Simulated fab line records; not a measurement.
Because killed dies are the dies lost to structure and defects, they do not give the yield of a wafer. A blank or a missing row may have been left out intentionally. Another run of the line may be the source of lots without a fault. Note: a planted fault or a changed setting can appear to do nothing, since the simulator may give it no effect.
Chamber matching || flow n5-finfet || N5_MOL_CONTACT_COAG_ETCH_47 on rie-diel-06 has 4 sister chambers
The step etches SiNx in CH3F/O2, stops on W, target depth 27 nm. 4 wafers are shown with their chamber, then 10 later ones without.

WAFERS, EACH WITH ITS CHAMBER
{"wafer": "L090.1", "chamber": 3, "drypump-motor-current-A (A)": 5.0}
{"wafer": "L090.2", "chamber": 2, "drypump-motor-current-A (A)": 5.9}
{"wafer": "L094.1", "chamber": 1, "drypump-motor-current-A (A)": 6.5}
{"wafer": "L094.2", "chamber": 0, "drypump-motor-current-A (A)": 6.4}

WAFERS MISSING THEIR CHAMBER
{"wafer": "L094.5", "drypump-motor-current-A (A)": 5.0}
{"wafer": "L095.1", "drypump-motor-current-A (A)": 5.9}
{"wafer": "L095.2", "drypump-motor-current-A (A)": 6.3}
{"wafer": "L095.5", "drypump-motor-current-A (A)": 6.5}
{"wafer": "L096.1", "drypump-motor-current-A (A)": 5.9}
{"wafer": "L096.2", "drypump-motor-current-A (A)": 6.5}
{"wafer": "L096.6", "drypump-motor-current-A (A)": 6.5}
{"wafer": "L097.1", "drypump-motor-current-A (A)": 5.9}
{"wafer": "L097.3", "drypump-motor-current-A (A)": 6.5}
{"wafer": "L097.5", "drypump-motor-current-A (A)": 6.3}

EACH ONE'S CHAMBER
{"wafer": "L094.5", "from the rows above": 3, "in truth": 3}
{"wafer": "L095.1", "from the rows above": 2, "in truth": 2}
{"wafer": "L095.2", "from the rows above": 0, "in truth": 0}
{"wafer": "L095.5", "from the rows above": 1, "in truth": 1}
{"wafer": "L096.1", "from the rows above": 2, "in truth": 2}
{"wafer": "L096.2", "from the rows above": 1, "in truth": 1}
{"wafer": "L096.6", "from the rows above": 1, "in truth": 1}
{"wafer": "L097.1", "from the rows above": 2, "in truth": 2}
{"wafer": "L097.3", "from the rows above": 1, "in truth": 1}
{"wafer": "L097.5", "from the rows above": 0, "in truth": 0}
Correct placement for 10 of the 10. From these rows, 0 cannot be placed. Number placed wrongly: 0.
How it was worked out, from the rows above alone: a wafer's distance from a chamber is the root of the sum, over the readings, of the square of ((its reading less the chamber's mean) divided by the reading's scatter). If the next closest chamber is less than 2 further off than the closest, the wafer can't be placed; otherwise it belongs to the closest. The mean given for a chamber averages the wafers shown for that chamber. The scatter: with one shown wafer a chamber, the root of the mean of the squares of how far each hidden wafer lies from its nearest shown one.
